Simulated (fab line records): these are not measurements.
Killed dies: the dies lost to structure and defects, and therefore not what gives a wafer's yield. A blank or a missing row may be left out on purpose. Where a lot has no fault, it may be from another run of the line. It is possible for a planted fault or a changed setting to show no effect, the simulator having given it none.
Which tool is to blame? | flow nandHarc | Sampling: 6 lots, 18 wafers, 4 of 1159 route steps

## WHAT EACH GAUGE READ, for each wafer
NHARC_A_BLC_OVL_MEAS_11.
lot  | measured     | on         | overlayXNm (nm)
L864 | day 17 11:27 | overlay-01 | -0.1 0.0 -0.3
L867 | day 17 18:10 | overlay-01 | 0.1 0.9 0.6
L873 | day 19 05:13 | overlay-02 | 0.4 -0.4 0.2
L877 | day 20 04:26 | overlay-02 | -0.1 -0.7 0.0
L880 | day 20 22:17 | overlay-01 | -0.5 -0.5 -0.8
L887 | day 22 06:59 | overlay-02 | 1.4 1.2 1.4

## TOOL THAT RAN EACH LOT (tool first, then ch and the chambers of the sampled wafers, then the start)
lot  | NHARC_A_CONTACT_ETCH_31                      | NHARC_A_CONTACT_CMP_20        | NHARC_A_BLC_SOFTBAKE_05
L864 | rieDiel-11 ch 0,2,3, day 17 10:34 or earlier | cmp-04 ch 0,3, day 17 10:34   | lithoTrack-04 ch 0, day 17 11:00
L867 | rieDiel-01 ch 0,1,3, day 17 17:12 or earlier | cmp-03 ch 0,1, day 17 17:12   | lithoTrack-01 ch 0, day 17 17:00
L873 | rieDiel-07 ch 1,3, day 19 04:13 or earlier   | cmp-01 ch 1,3, day 19 04:13   | lithoTrack-01 ch 0, day 19 04:00
L877 | rieDiel-07 ch 0,1,3, day 20 03:26 or earlier | cmp-01 ch 0,1,2, day 20 03:26 | lithoTrack-06 ch 0, day 20 03:00
L880 | rieDiel-01 ch 0,1,2, day 20 21:16 or earlier | cmp-04 ch 1,2,3, day 20 21:16 | lithoTrack-01 ch 0, day 20 21:00
L887 | rieDiel-11 ch 1,2,3, day 22 05:59 or earlier | cmp-01 ch 1,2,3, day 22 05:59 | lithoTrack-01 ch 0, day 22 06:00
- NHARC_A_CONTACT_ETCH_31: etches the open film in O2/COS, target depth 2000 nm, time 520 s.
- NHARC_A_CONTACT_CMP_20: polishes, t overpolish 30 s, target thk 300 nm.
- NHARC_A_BLC_SOFTBAKE_05: time 55 s.

## THE ANSWER, worked out from the rows above alone
Rule: the lots themselves supply what counts as usual. Put in order of their means at a reading, lots are off if they are a third of the lots or fewer, leave a main group of 4 or more, and stand apart from it by a gap of 3 or more times the standard deviation of the main group's means; of several such gaps the widest counts. A main group whose means are all the same, to the digits that the tables above print for the reading, isn't used. A lot without any number at a reading at which 4 lots or more have one is off too. The other lots that the step has rows for count as sound.
Nothing can be told from this: no lot is off at any reading shown.

## WHAT HAD BEEN PUT IN BY THE SIMULATOR
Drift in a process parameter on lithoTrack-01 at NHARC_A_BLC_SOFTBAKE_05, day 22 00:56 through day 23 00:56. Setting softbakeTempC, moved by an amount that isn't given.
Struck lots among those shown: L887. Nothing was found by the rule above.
